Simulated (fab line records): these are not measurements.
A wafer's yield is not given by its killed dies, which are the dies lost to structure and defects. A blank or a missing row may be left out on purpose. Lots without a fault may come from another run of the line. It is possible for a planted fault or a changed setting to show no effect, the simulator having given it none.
Matching of chambers / flow nand harc / NHARC_P_BONDPAD_ETCH_37 on rie diel-07: 4 sister chambers
The step etches the open film in N2/H2, target depth 60 nm, overetch 18 nm, time 65.91 s. 8 wafers are shown with their chamber, then 7 later ones without.

## WAFERS PAIRED WITH THEIR CHAMBERS
wafer=L080.1; chamber=0; drypump motor current A (A)=5.8; rf vpp V (V)=435.5
wafer=L080.6; chamber=3; drypump motor current A (A)=5.7; rf vpp V (V)=431.4
wafer=L082.4; chamber=3; drypump motor current A (A)=5.7; rf vpp V (V)=431.1
wafer=L085.1; chamber=0; drypump motor current A (A)=5.8; rf vpp V (V)=434.8
wafer=L085.5; chamber=1; drypump motor current A (A)=5.0; rf vpp V (V)=431.6
wafer=L085.6; chamber=2; drypump motor current A (A)=6.1; rf vpp V (V)=427.2
wafer=L092.1; chamber=1; drypump motor current A (A)=5.0; rf vpp V (V)=433.4
wafer=L092.5; chamber=2; drypump motor current A (A)=6.0; rf vpp V (V)=428.1

## WAFERS WHOSE CHAMBER IS MISSING
wafer=L092.6; drypump motor current A (A)=5.6; rf vpp V (V)=431.2
wafer=L095.2; drypump motor current A (A)=5.0; rf vpp V (V)=432.0
wafer=L095.3; drypump motor current A (A)=5.8; rf vpp V (V)=434.5
wafer=L095.6; drypump motor current A (A)=6.1; rf vpp V (V)=428.7
wafer=L096.1; drypump motor current A (A)=5.7; rf vpp V (V)=433.4
wafer=L096.3; drypump motor current A (A)=6.0; rf vpp V (V)=428.1
wafer=L096.6; drypump motor current A (A)=5.9; rf vpp V (V)=432.8

## WHICH CHAMBER EACH WENT THROUGH
wafer=L092.6; from the rows above=3; in truth=3
wafer=L095.2; from the rows above=1; in truth=1
wafer=L095.3; from the rows above=0; in truth=0
wafer=L095.6; from the rows above=2; in truth=2
wafer=L096.1; from the rows above=can't be placed: 3 or 0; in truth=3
wafer=L096.3; from the rows above=2; in truth=2
wafer=L096.6; from the rows above=can't be placed: 0 or 3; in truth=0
Correctly placed: 5 of 7. From these rows, 2 cannot be placed; in 2 the true chamber is one of the candidates. Wrongly placed: 0.
How it was worked out, from the rows above alone: a wafer's distance from a chamber is the root of the sum, over the readings, of the square of ((its reading less the chamber's mean) divided by the reading's scatter). The wafer belongs to the nearest chamber; if the next one is less than 2 further off, it can't be placed. Each chamber's mean is taken over the wafers shown for it. How the scatter is found: for the shown wafers, subtract from each reading the mean of its chamber, square and add these, divide the total by (wafers less chambers), then take the root.
